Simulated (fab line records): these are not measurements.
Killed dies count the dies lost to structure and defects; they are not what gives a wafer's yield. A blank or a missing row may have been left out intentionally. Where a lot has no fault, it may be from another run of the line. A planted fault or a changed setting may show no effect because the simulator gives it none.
fab line records | flow nand-harc
record lots=24 wafers=72 last-day=24
route steps=1159 shown A_CHANNEL_HOLE_D1@488 A_CHANNEL_FILL_D1@495 A_STAIRCASE@547
lots with no fault: from the same line, run without faults
start-h: hours from the record's opening day to when the first of the lot's shown wafers began | wait-h: hours since the lot's step before | " same as the row above | L1.1+2: one row covering several wafers at once | - value missing, or start not given | * or withheld: withheld | < > ~ a bound
route shown NAME@n: names a module that has steps shown in the file, with the first one's number in the route | usual: mean and standard deviation over wafers with no fault | same: alike in all rows | chamber/n: place in a boat | sites: per-site readings | _std_site: standard deviation across them | _edge_site: mean of outer sites minus mean of inner sites | radius-mm: for every site, how far away it sits from the centre of the wafer | mask NAME#n: copy n | behind: the tool/chamber that last shaped the wafer | hold: cause of the lot's hold/its duration in hours/its outcome | device: the transistor (n, p or np) that didn't switch | end of line: the route-end tests of the same wafers | a step without rows: its recipe alone | killed: the dies lost at the first sort to structure and to defects; this is not the yield of the wafer | map: a wafer's dies, marking killed ones x, the rest . and places with no die _
set.NAME: the setting as run; set.NAME@STEP: as run at that earlier step | model.NAME: the simulator's own value behind a step, which no gauge read
steps of the route over a sample of lots; a table a step, a row a wafer
services: when a tool's chamber went out of use (start-h, in hours from the record's first day, below 0 if earlier), for how many hours, and the reason
## steps
# step NHARC_A_CHANNEL_HOLE_D1_XSEM_31
# recipe landing-energy-ev=35000
# usual bot-cd-nm=75.3/1.3 bow-nm=8.67/0.27 tilt-deg=0.08/0.044
# columns lot.wafer tool chamber start-h wait-h bot-cd-nm bow-nm tilt-deg
L074.1 xsem-02 0 180.82 0.1 76.2 8.58 0.03
L074.2 " 0 " " 76.1 8.59 0.03
L074.6 " 0 " " 75.1 8.65 0.03
L075.1 xsem-01 0 181.26 0.1 73.6 8.63 0.03
L075.2 " 0 " " 76.6 8.66 0.03
L075.6 " 0 " " 74.2 8.60 0.03
L076.1 xsem-02 0 191.53 0.1 75.3 9.10 0.09
L076.4 " 0 " " 74.6 9.19 0.09
L076.5 " 0 " " 75.1 9.22 0.09
L077.3 xsem-01 0 195.97 0.1 76.6 8.28 0.07
L077.4 " 0 " " 76.5 8.30 0.07
L077.5 " 0 " " 75.1 8.26 0.07
L078.1 xsem-02 0 200.25 0.1 77.2 9.00 0.07
L078.2 " 0 " " 76.7 8.92 0.07
L078.5 " 0 " " 77.4 8.90 0.07
L079.3 xsem-01 0 212.08 0.1 74.0 8.39 0.04
L079.5 " 0 " " 74.6 8.49 0.04
L079.6 " 0 " " 73.0 8.41 0.04
L080.1 xsem-02 0 213.15 0.1 75.3 9.01 0.12
L080.4 " 0 " " 74.9 9.04 0.12
L080.6 " 0 " " 74.0 9.04 0.12
L082.1 xsem-01 0 223.82 0.1 74.6 8.85 0.03
L082.3 " 0 " " 74.9 8.97 0.04
L082.5 " 0 " " 74.6 8.97 0.04
L083.2 xsem-02 0 224.44 0.1 73.3 8.33 0.07
L083.5 " 0 " " 73.1 8.44 0.07
L083.6 " 0 " " 75.5 8.41 0.07
L081.1 xsem-01 0 227.96 0.1 72.6 8.57 0.09
L081.2 " 0 " " 71.1 8.51 0.09
L081.5 " 0 " " 72.7 8.56 0.09
L084.1 xsem-02 0 243.87 0.1 77.1 8.50 0.10
L084.4 " 0 " " 77.6 8.43 0.10
L084.5 " 0 " " 76.9 8.45 0.10
L085.1 xsem-01 0 245.37 0.1 72.7 8.82 0.07
L085.5 " 0 " " 75.3 8.84 0.07
L085.6 " 0 " " 74.6 8.83 0.07
L086.1 xsem-02 0 259.50 0.1 77.8 8.76 0.10
L086.2 " 0 " " 75.1 8.76 0.10
L086.4 " 0 " " 76.1 8.68 0.10
L087.1 xsem-01 0 259.84 0.1 72.7 8.45 0.18
L087.3 " 0 " " 75.6 8.48 0.18
L087.5 " 0 " " 74.8 8.49 0.18
L088.2 xsem-02 0 263.55 0.1 77.2 8.75 0.05
L088.4 " 0 " " 76.9 8.70 0.05
L088.6 " 0 " " 74.4 8.75 0.05
L089.4 xsem-01 0 273.78 0.1 75.6 9.04 0.13
L089.5 " 0 " " 73.7 9.08 0.13
L089.6 " 0 " " 77.3 9.08 0.13
L091.1 xsem-02 0 281.77 0.1 73.6 8.27 0.18
L091.3 " 0 " " 76.3 8.20 0.18
L091.6 " 0 " " 74.8 8.26 0.18
L090.2 xsem-01 0 282.16 0.1 73.8 8.54 -0.01
L090.4 " 0 " " 73.9 8.56 -0.01
L090.6 " 0 " " 75.3 8.47 -0.01
L092.1 xsem-02 0 291.22 0.1 75.2 8.47 0.07
L092.3 " 0 " " 74.2 8.40 0.07
L092.5 " 0 " " 75.3 8.49 0.07
L093.1 xsem-01 0 292.72 0.1 75.9 9.05 0.02
L093.2 " 0 " " 76.3 9.03 0.03
L093.3 " 0 " " 76.2 9.06 0.02
L095.3 xsem-02 0 299.79 0.1 76.0 8.37 0.07
L095.5 " 0 " " 75.7 8.45 0.07
L095.6 " 0 " " 76.6 8.50 0.07
L094.3 xsem-01 0 300.06 0.1 76.1 8.80 0.11
L094.4 " 0 " " 75.6 8.82 0.11
L094.6 " 0 " " 73.7 8.75 0.11
L097.1 xsem-02 0 316.63 0.1 74.3 8.41 0.06
L097.2 " 0 " " 74.6 8.54 0.06
L097.6 " 0 " " 73.3 8.51 0.06
L096.1 xsem-01 0 320.77 0.1 77.1 8.95 0.05
L096.4 " 0 " " 75.0 8.98 0.06
L096.6 " 0 " " 74.1 9.01 0.05
# step NHARC_A_CHANNEL_FILL_D1_ALD_15
# recipe target-thk-a=20 pulse-time-s=60 ald-cycles=19 temp-c=630 pressure-torr=2 material=SiNx
# usual precursor-pulse-height-rel=0.999/0.02 susceptor-temp-C=629.92/0.25
# columns lot.wafer tool chamber start-h wait-h precursor-pulse-height-rel susceptor-temp-C
L074.1 ald-sin-batch-03 0 193.97 3.0 1.003 629.88
L074.2 " 0 " " 0.996 630.30
L074.6 " 0 " " 1.011 630.46
L075.1 ald-sin-batch-03 0 - - 0.991 630.03
L075.2 " 0 " " 1.025 629.56
L075.6 " 0 " " 0.992 629.96
L076.1 ald-sin-batch-02 0 208.09 3.1 1.012 -
L076.4 " 0 " " 0.948 -
L076.5 " 0 " " 0.997 -
L077.3 ald-sin-batch-01 0 211.63 3.3 0.969 -
L077.4 " 0 " " 1.027 -
L077.5 " 0 " " 0.997 -
L078.1 ald-sin-batch-02 0 - - 0.965 629.95
L078.2 " 0 " " 1.011 629.88
L078.5 " 0 " " 1.017 629.96
L079.3 ald-sin-batch-01 0 - - 1.007 -
L079.5 " 0 " " 0.959 -
L079.6 " 0 " " 0.951 -
L080.1 ald-sin-batch-01 0 - - 1.001 -
L080.4 " 0 " " 0.999 -
L080.6 " 0 " " 1.000 -
L082.1 ald-sin-batch-02 0 - - 1.029 630.17
L082.3 " 0 " " 1.015 629.93
L082.5 " 0 " " 1.012 629.64
L083.2 ald-sin-batch-02 0 - - 1.025 629.91
L083.5 " 0 " " 0.997 630.33
L083.6 " 0 " " 1.012 630.02
L081.1 ald-sin-batch-03 0 - - 1.000 -
L081.2 " 0 " " 1.007 -
L081.5 " 0 " " 0.977 -
L084.1 ald-sin-batch-02 0 - - 1.039 630.36
L084.4 " 0 " " 1.014 630.31
L084.5 " 0 " " 0.975 630.02
L085.1 ald-sin-batch-02 0 - - 1.002 629.76
L085.5 " 0 " " 1.009 629.90
L085.6 " 0 " " 1.014 630.33
L086.1 ald-sin-batch-02 0 - - 0.968 -
L086.2 " 0 " " 1.016 -
L086.4 " 0 " " 0.994 -
L087.1 ald-sin-batch-02 0 - - 1.002 -
L087.3 " 0 " " 1.012 -
L087.5 " 0 " " 0.959 -
L088.2 ald-sin-batch-03 0 - - 1.027 -
L088.4 " 0 " " 1.018 -
L088.6 " 0 " " 0.995 -
L089.4 ald-sin-batch-03 0 - - 1.016 -
L089.5 " 0 " " 0.976 -
L089.6 " 0 " " 0.990 -
L090.2 ald-sin-batch-01 0 - - 1.008 630.02
L090.4 " 0 " " 0.966 630.43
L090.6 " 0 " " 0.998 630.06
L091.1 ald-sin-batch-01 0 - - 0.995 629.55
L091.3 " 0 " " 0.998 629.56
L091.6 " 0 " " 0.992 629.81
L092.1 ald-sin-batch-01 0 - - 0.975 629.92
L092.3 " 0 " " 0.987 629.84
L092.5 " 0 " " 0.995 629.52
L093.1 ald-sin-batch-01 0 - - 1.010 629.97
L093.2 " 0 " " 0.960 629.74
L093.3 " 0 " " 1.001 629.86
L094.3 ald-sin-batch-01 0 - - 0.995 -
L094.4 " 0 " " 0.988 -
L094.6 " 0 " " 1.014 -
L095.3 ald-sin-batch-01 0 - - 0.992 -
L095.5 " 0 " " 0.981 -
L095.6 " 0 " " 1.001 -
L097.1 ald-sin-batch-02 0 - - 0.981 629.90
L097.2 " 0 " " 0.995 630.23
L097.6 " 0 " " 1.033 629.67
L096.1 ald-sin-batch-01 0 - - 1.025 -
L096.4 " 0 " " 0.976 -
L096.6 " 0 " " 0.984 -
# step NHARC_A_CHANNEL_FILL_D1_INSPECT_13
# usual raw-defect-count=317/130
# columns lot.wafer tool chamber start-h wait-h raw-defect-count
L074.1 defect-inspect-02 - 235.59 0.2 198
L074.2 " - " " 245
L074.6 " - " " 147
L075.1 defect-inspect-01 - 235.76 0.2 222
L075.2 " - " " 276
L075.6 " - " " 321
L076.1 defect-inspect-02 - 246.04 0.2 517
L076.4 " - " " 188
L076.5 " - " " 239
L077.3 defect-inspect-02 - 249.59 0.1 308
L077.4 " - " " 455
L077.5 " - " " 327
L078.1 defect-inspect-01 - 253.89 0.2 330
L078.2 " - " " 217
L078.5 " - " " 446
L080.1 defect-inspect-02 - 260.38 0.2 280
L080.4 " - " " 242
L080.6 " - " " 282
L079.3 defect-inspect-01 - 260.41 0.1 292
L079.5 " - " " 453
L079.6 " - " " 386
L083.2 defect-inspect-01 - 272.18 0.1 207
L083.5 " - " " 315
L083.6 " - " " 270
L082.1 defect-inspect-02 - 272.19 0.2 372
L082.3 " - " " 483
L082.5 " - " " 372
L081.1 defect-inspect-02 - 281.61 0.2 244
L081.2 " - " " 263
L081.5 " - " " 223
L085.1 defect-inspect-01 - 291.89 0.2 246
L085.5 " - " " 198
L085.6 " - " " 215
L084.1 defect-inspect-02 - 295.37 0.2 162
L084.4 " - " " 261
L084.5 " - " " 260
L087.1 defect-inspect-01 - 308.53 0.2 650
L087.3 " - " " 619
L087.5 " - " " 839
L086.1 defect-inspect-01 - 308.70 0.2 374
L086.2 " - " " 252
L086.4 " - " " 291
L088.2 defect-inspect-01 - 313.30 0.1 410
L088.4 " - " " 418
L088.6 " - " " 362
L089.4 defect-inspect-01 - 323.92 0.1 232
L089.5 " - " " 214
L089.6 " - " " 341
L091.1 defect-inspect-02 - 333.75 0.2 172
L091.3 " - " " 216
L091.6 " - " " 326
L090.2 defect-inspect-01 - 333.79 0.2 363
L090.4 " - " " 190
L090.6 " - " " 214
L093.1 defect-inspect-02 - 339.51 0.2 404
L093.2 " - " " 362
L093.3 " - " " 698
L092.1 defect-inspect-02 - 339.67 0.2 481
L092.3 " - " " 423
L092.5 " - " " 647
L094.3 defect-inspect-02 - 350.03 0.1 178
L094.4 " - " " 304
L094.6 " - " " 326
L095.3 defect-inspect-02 - 350.05 0.1 192
L095.5 " - " " 299
L095.6 " - " " 218
L097.1 defect-inspect-01 - 364.84 0.2 246
L097.2 " - " " 394
L097.6 " - " " 316
L096.1 defect-inspect-02 - 372.16 0.2 308
L096.4 " - " " 268
L096.6 " - " " 315
# step NHARC_A_STAIRCASE_DESCUM_11
# recipe time-s=3 o2-flow-sccm=200 ar-flow-sccm=0 bias-power-w=0 chemistry=O2
# usual drypump-motor-current-A=5.7/0.52 oes-product-au=0.996/0.011 rf-vpp-V=57.8/0.95 showerhead-plenum-p-Torr=1.92/0.066 throttle-valve-pct=11.311/0.0084
# columns lot.wafer tool chamber start-h wait-h drypump-motor-current-A oes-product-au rf-hours-counter-h rf-vpp-V showerhead-plenum-p-Torr throttle-valve-pct
L074.2 rie-diel-06 0 238.57 - 5.3 1.011 65 56.9 1.88 11.315
L074.1 " 1 " " 5.8 1.008 57 58.1 1.99 11.329
L074.6 " 1 " " 5.8 1.013 - 58.6 1.99 11.299
L075.1 rie-diel-06 2 239.09 - 6.2 1.005 60 58.5 1.96 11.308
L075.2 " 0 " " 5.3 1.012 65 58.8 1.88 11.320
L075.6 " 2 " " 6.2 1.012 - 58.0 1.96 11.305
L076.1 rie-diel-12 2 249.37 - 5.5 1.001 17 57.2 1.92 11.312
L076.4 " 3 " " 4.7 1.002 17 57.1 1.86 11.314
L076.5 " 2 " " 5.4 1.004 - 56.8 1.92 11.292
L077.3 rie-diel-08 3 252.40 - 5.2 0.999 - 59.3 1.88 11.318
L077.4 " 1 " " 6.6 0.999 - 57.7 2.02 11.309
L077.5 " 3 " " 5.1 1.005 - 56.5 1.88 11.302
L078.2 rie-diel-12 0 256.87 - 5.8 0.983 15 58.0 1.91 11.306
L078.1 " 1 " " 6.0 0.980 18 58.3 1.99 11.311
L078.5 " 3 " " 4.7 0.996 - 55.2 1.86 11.307
L080.1 rie-diel-12 2 263.49 - 5.4 1.012 23 56.9 1.91 11.315
L080.4 " 3 " " 4.7 0.993 24 58.3 1.86 11.304
L080.6 " 3 " " 4.7 0.989 - 57.7 1.86 11.303
L079.3 rie-diel-06 3 263.79 - 6.2 0.993 5 57.0 2.00 11.303
L079.6 " 1 " " 5.9 0.997 - 60.1 1.98 11.325
L079.5 " 2 " " 6.2 1.008 - 57.7 1.96 11.302
L083.2 rie-diel-08 1 275.00 - 6.6 0.992 56 57.5 2.01 11.314
L083.6 " 1 " " 6.6 1.000 - 57.0 2.01 11.299
L083.5 " 2 " " 5.8 1.001 - 57.1 1.79 11.303
L082.1 rie-diel-06 1 275.69 - 5.8 0.993 9 58.1 1.98 11.309
L082.3 " 3 " " 6.1 0.992 9 58.4 2.00 11.323
L082.5 " 1 " " 5.8 0.988 - 58.7 1.98 11.312
L081.1 rie-diel-12 3 285.71 - 4.7 0.997 33 58.0 1.86 11.318
L081.2 " 0 " " 5.8 0.983 27 57.2 1.91 11.306
L081.5 " 3 " " 4.7 1.000 - 57.4 1.86 11.314
L085.1 rie-diel-12 0 294.65 - 5.8 0.979 27 57.5 1.91 11.310
L085.5 " 0 " " 5.8 0.975 - 58.2 1.91 11.303
L085.6 " 1 " " 6.0 0.982 - 56.0 1.99 11.300
L084.4 rie-diel-08 1 298.25 - 6.6 0.990 63 59.3 2.01 11.304
L084.1 " 3 " " 5.2 0.982 63 57.7 1.87 11.316
L084.5 " 2 " " 5.8 1.024 - 57.3 1.79 11.314
L087.3 rie-diel-08 1 311.91 - 6.6 0.992 0 58.4 2.01 11.313
L087.1 " 0 " " 5.8 1.001 0 56.2 1.84 11.323
L087.5 " 1 " " 6.6 0.987 - 59.6 2.01 11.323
L086.2 rie-diel-12 0 312.07 - 5.8 0.990 35 58.1 1.90 11.301
L086.4 " 1 " " 6.0 0.984 39 57.1 1.98 11.311
L086.1 " 2 " " 5.5 1.013 41 58.3 1.91 11.297
L088.4 rie-diel-12 3 316.07 - 4.7 0.999 43 57.3 1.85 11.317
L088.2 " 1 " " 6.0 0.978 41 58.3 1.98 11.310
L088.6 " 3 " " 4.7 0.990 - 58.6 1.85 11.308
L089.4 rie-diel-08 2 326.68 - 5.8 0.998 7 57.7 1.79 11.315
L089.5 " 2 " " 5.8 0.999 - 58.4 1.79 11.304
L089.6 " 3 " " 5.2 0.992 - 56.7 1.87 11.306
L090.4 rie-diel-06 2 336.95 - 6.2 1.013 33 58.7 1.95 11.317
L090.2 " 1 " " 5.9 0.992 32 58.1 1.98 11.312
L090.6 " 2 " " 6.1 1.017 - 57.3 1.95 11.339
L091.3 rie-diel-12 3 337.40 - 4.7 1.003 49 56.8 1.85 11.308
L091.1 " 0 " " 5.8 0.984 44 58.4 1.90 11.309
L091.6 " 2 " " 5.5 1.015 - 57.9 1.90 11.303
L093.2 rie-diel-08 1 342.37 - 6.6 0.974 10 58.6 2.01 11.314
L093.1 " 3 " " 5.1 0.984 12 59.3 1.87 11.291
L093.3 " 0 " " 5.7 0.992 10 57.3 1.84 11.306
L092.3 rie-diel-08 2 342.65 - 5.8 0.994 13 57.8 1.78 11.323
L092.1 " 3 " " 5.2 0.995 12 58.7 1.87 11.314
L092.5 " 2 " " 5.8 1.006 - 55.7 1.79 11.314
L094.4 rie-diel-12 2 352.81 - 5.4 1.003 55 56.5 1.90 11.315
L094.3 " 3 " " 4.7 0.982 54 56.2 1.85 11.307
L094.6 " 2 " " 5.4 1.004 - 57.4 1.90 11.309
L095.3 rie-diel-06 2 353.20 - 6.1 1.006 40 57.4 1.95 11.320
L095.5 " 2 " " 6.1 1.008 - 59.6 1.95 11.314
L095.6 " 3 " " 6.1 0.983 - 58.6 1.99 11.305
L097.2 rie-diel-12 2 368.73 - 5.4 1.010 60 58.3 1.90 11.305
L097.1 " 3 " " 4.7 0.994 59 57.6 1.85 11.304
L097.6 " 0 " " 5.8 0.994 - 58.0 1.90 11.297
L096.1 rie-diel-06 2 375.16 - 6.2 1.021 48 57.0 1.94 11.314
L096.4 " 3 " " 6.1 0.996 43 57.0 1.99 11.319
L096.6 " 0 " " 5.2 1.003 - 56.1 1.87 11.315
# step NHARC_A_STAIRCASE_TRIM_12
# recipe time-s=211.2 o2-flow-sccm=500 ar-flow-sccm=0 bias-w=0 chemistry=O2
# usual drypump-motor-current-A=5.7/0.49 oes-product-au=0.997/0.011 rf-vpp-V=57.8/0.84 showerhead-plenum-p-Torr=3.54/0.11 throttle-valve-pct=17.036/0.009
# columns lot.wafer tool chamber start-h wait-h drypump-motor-current-A oes-product-au rf-hours-counter-h rf-vpp-V showerhead-plenum-p-Torr throttle-valve-pct
L074.2 rie-diel-06 0 238.86 0.3 5.2 1.009 65 57.9 3.48 17.034
L074.1 " 2 " " 6.1 1.019 60 58.5 3.61 17.046
L074.6 " 1 " " 5.8 1.016 - 56.1 3.65 17.065
L075.2 rie-diel-06 0 239.26 0.1 5.2 1.006 66 57.7 3.48 17.021
L075.1 " 1 " " 5.9 1.007 57 58.2 3.65 17.042
L075.6 " 3 " " 6.1 1.004 - 59.3 3.68 17.042
L076.4 rie-diel-12 2 249.46 0.1 5.4 1.014 17 58.1 3.53 17.030
L076.1 " 3 " " 4.7 1.002 17 56.7 3.44 17.034
L076.5 " 2 " " 5.5 1.009 - 58.2 3.53 17.047
L077.4 rie-diel-08 1 252.58 0.1 6.6 0.993 - 58.1 3.70 17.026
L077.3 " 3 " " 5.2 0.997 - 58.0 3.47 17.023
L077.5 " 1 " " 6.6 0.994 - 56.5 3.70 17.030
L078.1 rie-diel-12 1 256.95 0.1 6.0 0.988 18 59.4 3.66 17.039
L078.2 " 3 " " 4.8 1.002 20 59.4 3.44 17.036
L078.5 " 1 " " 6.0 0.983 - 58.8 3.66 17.025
L080.4 rie-diel-12 2 263.59 0.1 5.5 0.996 23 58.3 3.53 17.024
L080.1 " 0 " " 5.8 0.984 18 58.0 3.52 17.045
L080.6 " 2 " " 5.5 1.000 - 57.0 3.53 17.033
L079.3 rie-diel-06 3 263.90 0.1 6.1 0.996 5 58.0 3.68 17.037
L079.5 " 0 " " 5.2 1.000 - 58.2 3.47 17.034
L079.6 " 1 " " 5.8 0.985 - 58.1 3.65 17.052
L083.2 rie-diel-08 1 275.08 0.1 6.6 0.993 56 58.7 3.70 17.035
L083.5 " 1 " " 6.6 1.001 - 56.4 3.70 17.044
L083.6 " 2 " " 5.8 1.004 - 58.3 3.32 17.039
L082.3 rie-diel-06 2 275.77 0.1 6.1 1.017 9 58.0 3.60 17.033
L082.1 " 3 " " 6.2 1.008 9 58.2 3.67 17.047
L082.5 " 3 " " 6.2 1.003 - 59.2 3.67 17.027
L081.1 rie-diel-12 1 285.80 0.1 6.0 0.984 30 58.5 3.65 17.021
L081.2 " 2 " " 5.5 1.004 33 58.1 3.52 17.036
L081.5 " 1 " " 6.0 0.988 - 56.7 3.65 17.035
L085.1 rie-diel-12 1 294.75 0.1 6.0 0.979 31 57.6 3.65 17.034
L085.5 " 0 " " 5.8 0.984 - 57.8 3.52 17.012
L085.6 " 1 " " 6.0 0.976 - 59.8 3.65 17.043
L084.4 rie-diel-08 2 298.33 0.1 5.8 1.011 55 56.7 3.32 17.026
L084.1 " 0 " " 5.8 1.011 51 58.3 3.41 17.039
L084.5 " 2 " " 5.8 1.012 - 56.6 3.32 17.032
L087.1 rie-diel-08 1 312.01 0.1 6.6 0.987 0 59.4 3.69 17.034
L087.3 " 3 " " 5.2 0.993 0 58.1 3.46 17.030
L087.5 " 0 " " 5.8 0.997 - 58.5 3.41 17.025
L086.2 rie-diel-12 1 312.35 0.3 6.0 0.979 39 58.4 3.65 17.022
L086.1 " 2 " " 5.5 1.007 41 57.4 3.52 17.053
L086.4 " 3 " " 4.7 0.998 42 57.5 3.43 17.032
L088.4 rie-diel-12 2 316.15 0.1 5.4 1.020 43 57.3 3.52 17.029
L088.2 " 0 " " 5.8 0.983 37 58.0 3.51 17.026
L088.6 " 3 " " 4.7 0.991 - 56.4 3.43 17.014
L089.4 rie-diel-08 3 326.79 0.1 5.2 0.984 6 57.4 3.46 17.053
L089.5 " 1 " " 6.6 0.992 - 57.8 3.69 17.025
L089.6 " 2 " " 5.8 1.003 - 57.6 3.31 17.034
L090.4 rie-diel-06 2 337.07 0.1 6.1 1.011 33 56.3 3.59 17.028
L090.2 " 3 " " 6.1 0.994 31 58.4 3.66 17.037
L090.6 " 1 " " 5.9 0.999 - 56.8 3.64 17.046
L091.1 rie-diel-12 0 337.47 0.1 5.9 0.983 44 57.8 3.51 17.030
L091.3 " 2 " " 5.4 1.002 50 57.5 3.51 17.034
L091.6 " 0 " " 5.8 0.981 - 58.5 3.51 17.040
L093.2 rie-diel-08 0 342.46 0.1 5.8 1.008 10 56.7 3.40 17.038
L093.3 " 1 " " 6.6 0.994 10 58.3 3.69 17.043
L093.1 " 2 " " 5.8 1.010 12 57.6 3.31 17.045
L092.1 rie-diel-08 0 342.78 0.1 5.8 0.999 10 57.3 3.40 17.047
L092.3 " 1 " " 6.6 0.986 10 58.4 3.69 17.026
L092.5 " 0 " " 5.8 0.996 - 57.7 3.40 17.029
L094.4 rie-diel-12 0 352.89 0.1 5.8 0.999 49 57.2 3.50 17.031
L094.3 " 3 " " 4.7 0.988 54 58.6 3.42 17.035
L094.6 " 0 " " 5.8 0.985 - 58.3 3.50 17.030
L095.3 rie-diel-06 2 353.30 0.1 6.2 1.007 40 58.7 3.59 17.033
L095.6 " 1 " " 5.8 0.984 - 57.8 3.63 17.025
L095.5 " 2 " " 6.2 1.005 - 57.7 3.59 17.033
L097.1 rie-diel-12 0 368.81 0.1 5.8 0.987 53 57.1 3.50 17.041
L097.2 " 1 " " 6.0 0.988 58 57.5 3.64 17.035
L097.6 " 0 " " 5.8 0.986 - 56.4 3.50 17.040
L096.1 rie-diel-06 2 375.23 0.1 6.1 1.008 48 57.6 3.58 17.054
L096.4 " 1 " " 5.8 0.987 46 58.3 3.63 17.035
L096.6 " 3 " " 6.1 1.002 - 59.0 3.66 17.029
# step NHARC_A_STAIRCASE_TRIM_16
# recipe time-s=211.2 o2-flow-sccm=500 ar-flow-sccm=0 bias-w=0 chemistry=O2
# usual drypump-motor-current-A=5.7/0.48 oes-product-au=0.996/0.011 rf-vpp-V=57.8/0.93 showerhead-plenum-p-Torr=3.53/0.11 throttle-valve-pct=17.036/0.0085
# columns lot.wafer tool chamber start-h wait-h drypump-motor-current-A oes-product-au rf-hours-counter-h rf-vpp-V showerhead-plenum-p-Torr throttle-valve-pct
L074.1 rie-diel-06 3 - - 6.2 0.999 62 59.7 3.68 17.036
L074.2 " 0 " " 5.3 1.004 66 57.8 3.48 17.045
L074.6 " 3 " " 6.2 1.008 - 57.0 3.68 17.028
L075.1 rie-diel-06 1 - - 5.9 1.022 58 57.6 3.65 17.037
L075.2 " 3 " " 6.2 1.004 62 57.8 3.68 17.052
L075.6 " 0 " " 5.2 1.001 - 57.6 3.48 17.027
L076.1 rie-diel-12 0 - - 5.8 0.979 12 57.5 3.52 17.026
L076.4 " 3 " " 4.7 0.995 18 57.0 3.44 17.042
L076.5 " 0 " " 5.8 0.982 - 57.5 3.52 17.041
L077.3 rie-diel-08 1 - - 6.6 0.994 46 58.9 3.70 17.033
L077.4 " 0 " " 5.8 1.000 - 59.6 3.42 17.035
L077.5 " 1 " " 6.6 0.994 - 58.2 3.70 17.040
L078.1 rie-diel-12 2 - - 5.4 1.001 19 57.5 3.53 17.031
L078.2 " 0 " " 5.8 0.987 15 55.6 3.52 17.026
L078.5 " 3 " " 4.7 0.990 - 57.9 3.44 17.034
L080.4 rie-diel-12 0 - - 5.8 0.986 18 58.3 3.52 17.035
L080.1 " 1 " " 6.0 0.993 22 58.0 3.66 17.046
L080.6 " 0 " " 5.8 0.983 - 57.8 3.52 17.027
L079.3 rie-diel-06 3 - - 6.2 0.996 6 57.4 3.68 17.047
L079.6 " 0 " " 5.2 0.998 - 58.3 3.47 17.031
L079.5 " 1 " " 5.8 0.988 - 57.9 3.65 17.043
L083.2 rie-diel-08 0 - - 5.8 1.004 46 55.4 3.41 17.044
L083.6 " 3 " " 5.2 1.000 - 57.6 3.46 17.025
L083.5 " 0 " " 5.8 0.999 - 56.3 3.41 17.029
L082.1 rie-diel-06 1 - - 5.8 0.988 10 58.2 3.65 17.033
L082.3 " 3 " " 6.1 1.004 9 59.0 3.68 17.051
L082.5 " 0 " " 5.3 1.000 - 58.1 3.47 17.035
L081.1 rie-diel-12 2 - - 5.5 0.988 33 57.7 3.52 17.025
L081.2 " 3 " " 4.7 0.986 34 57.7 3.43 17.038
L081.5 " 3 " " 4.7 0.993 - 58.4 3.43 17.040
L085.1 rie-diel-12 0 - - 5.8 0.974 28 57.6 3.52 17.040
L085.5 " 1 " " 6.0 0.992 - 58.6 3.65 17.056
L085.6 " 2 " " 5.5 1.006 - 58.6 3.52 17.010
L084.1 rie-diel-08 0 - - 5.8 1.017 51 57.1 3.41 17.029
L084.4 " 2 " " 5.8 1.021 - 56.4 3.32 17.034
L084.5 " 1 " " 6.6 1.009 - 58.8 3.70 17.039
L087.1 rie-diel-08 2 - - 5.8 1.005 0 57.3 3.31 17.031
L087.3 " 1 " " 6.6 0.976 0 58.6 3.69 17.026
L087.5 " 2 " " 5.8 0.990 - 57.9 3.31 17.039
L086.1 rie-diel-12 1 - - 6.0 0.967 40 57.6 3.65 17.040
L086.2 " 2 " " 5.5 0.991 41 59.1 3.52 17.051
L086.4 " 3 " " 4.7 0.981 42 57.9 3.43 17.030
L088.2 rie-diel-12 1 - - 6.0 0.983 41 58.6 3.65 17.026
L088.4 " 2 " " 5.5 1.000 43 56.9 3.52 17.031
L088.6 " 0 " " 5.8 0.985 - 58.1 3.51 17.031
L089.4 rie-diel-08 3 - - 5.2 1.000 7 56.5 3.46 17.041
L089.6 " 2 " " 5.8 1.009 - 57.9 3.31 17.019
L089.5 " 3 " " 5.2 0.985 - 57.9 3.46 17.033
L090.2 rie-diel-06 3 - - 6.1 1.000 32 59.4 3.66 17.033
L090.4 " 1 " " 5.9 1.001 32 58.6 3.64 17.040
L090.6 " 2 " " 6.1 1.015 - 59.0 3.59 17.034
L091.3 rie-diel-12 0 - - 5.8 0.990 44 57.7 3.51 17.029
L091.1 " 3 " " 4.7 0.995 50 57.8 3.42 17.032
L091.6 " 1 " " 6.0 0.973 - 57.8 3.64 17.034
L093.2 rie-diel-08 1 - - 6.6 0.993 10 59.0 3.69 17.034
L093.1 " 2 " " 5.8 1.012 13 55.7 3.31 17.044
L093.3 " 0 " " 5.8 0.996 10 57.5 3.40 17.033
L092.1 rie-diel-08 3 - - 5.2 0.995 13 56.2 3.45 17.034
L092.3 " 0 " " 5.8 0.998 10 57.9 3.40 17.024
L092.5 " 2 " " 5.8 1.001 - 56.6 3.31 17.038
L094.3 rie-diel-12 0 - - 5.8 0.997 49 58.2 3.50 17.032
L094.4 " 1 " " 6.0 0.985 54 57.8 3.64 17.025
L094.6 " 3 " " 4.7 1.000 - 57.9 3.42 17.051
L095.3 rie-diel-06 2 - - 6.1 1.009 40 57.7 3.59 17.039
L095.6 " 1 " " 5.8 0.999 - 57.9 3.63 17.044
L095.5 " 2 " " 6.1 1.011 - 59.3 3.59 17.029
L097.2 rie-diel-12 3 - - 4.7 1.006 60 56.9 3.42 17.036
L097.1 " 1 " " 6.0 0.991 58 57.1 3.64 17.024
L097.6 " 3 " " 4.7 0.986 - 58.4 3.42 17.042
L096.1 rie-diel-06 0 - - 5.3 1.005 46 57.3 3.45 17.043
L096.4 " 1 " " 5.9 0.985 47 57.5 3.63 17.026
L096.6 " 1 " " 5.9 0.987 - 56.7 3.63 17.038
## services
# columns tool chamber start-h hours kind
rie-diel-12 0 158.27 - clean
rie-diel-12 1 158.27 - clean
rie-diel-12 2 158.27 - clean
rie-diel-12 3 158.27 - clean
rie-diel-12 0 182.81 - clean
rie-diel-12 1 182.81 - clean
rie-diel-12 2 182.81 - clean
rie-diel-12 - 202.46 9.0 pm
rie-diel-08 1 212.14 10.4 repair
rie-diel-08 2 215.41 3.8 repair
rie-diel-08 0 216.33 1.2 repair
rie-diel-12 0 217.92 8.8 repair
rie-diel-08 0 221.02 31.8 repair
rie-diel-12 - 221.21 0.3 repair
rie-diel-08 3 240.57 5.9 repair
rie-diel-06 - 241.21 9.0 pm
rie-diel-08 2 245.58 13.5 repair
rie-diel-12 2 271.12 2.6 repair
rie-diel-06 - 289.23 1.7 repair
rie-diel-08 - 301.88 9.0 pm
xsem-02 - 302.00 14.0 pm
rie-diel-06 1 302.71 4.0 repair
ald-sin-batch-03 - 314.00 26.0 pm
rie-diel-12 2 373.74 7.6 repair
## key
fault none
